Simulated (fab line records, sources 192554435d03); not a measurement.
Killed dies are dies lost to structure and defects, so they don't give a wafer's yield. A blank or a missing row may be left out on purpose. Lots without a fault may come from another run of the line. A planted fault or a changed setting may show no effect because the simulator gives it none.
Chamber matching | flow n5_finfet | N5_BEOL_M8_STRIP_36 on rie_diel-03: 4 sister chambers
The step strips in N2/H2. 4 wafers are shown with their chamber, then 10 later ones without.

WAFERS WITH THEIR CHAMBER
wafer  | chamber | drypump_motor_current_A (A)
L088.3 | 1       | 6.0
L088.5 | 0       | 5.9
L089.1 | 2       | 5.4
L089.2 | 3       | 5.8

WAFERS WITHOUT THEIR CHAMBER
wafer  | drypump_motor_current_A (A)
L089.4 | 6.0
L092.2 | 5.8
L092.4 | 5.8
L092.6 | 5.8
L095.1 | 5.9
L095.3 | 5.7
L095.4 | 6.0
L094.1 | 5.3
L094.4 | 6.0
L094.6 | 5.9

WHICH CHAMBER EACH WENT THROUGH
wafer  | from the rows above | in truth
L089.4 | 1                   | 1
L092.2 | 3                   | 3
L092.4 | 3                   | 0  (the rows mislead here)
L092.6 | 3                   | 3
L095.1 | 0                   | 0
L095.3 | 3                   | 3
L095.4 | 1                   | 1
L094.1 | 2                   | 2
L094.4 | 1                   | 1
L094.6 | 0                   | 0
Placed correctly: 9 of 10. Can't be placed from these rows: 0. Placed wrongly: 1.
How it was worked out, from the rows above alone: a wafer's distance from a chamber is the root of the sum, over the readings, of the square of ((its reading less the chamber's mean) divided by the reading's scatter). The wafer belongs to the nearest chamber; if the next one is less than 2 further off, it can't be placed. A chamber's mean is the mean of its shown wafers. The scatter: with one shown wafer a chamber, the root of the mean of the squares of how far each hidden wafer lies from its nearest shown one.
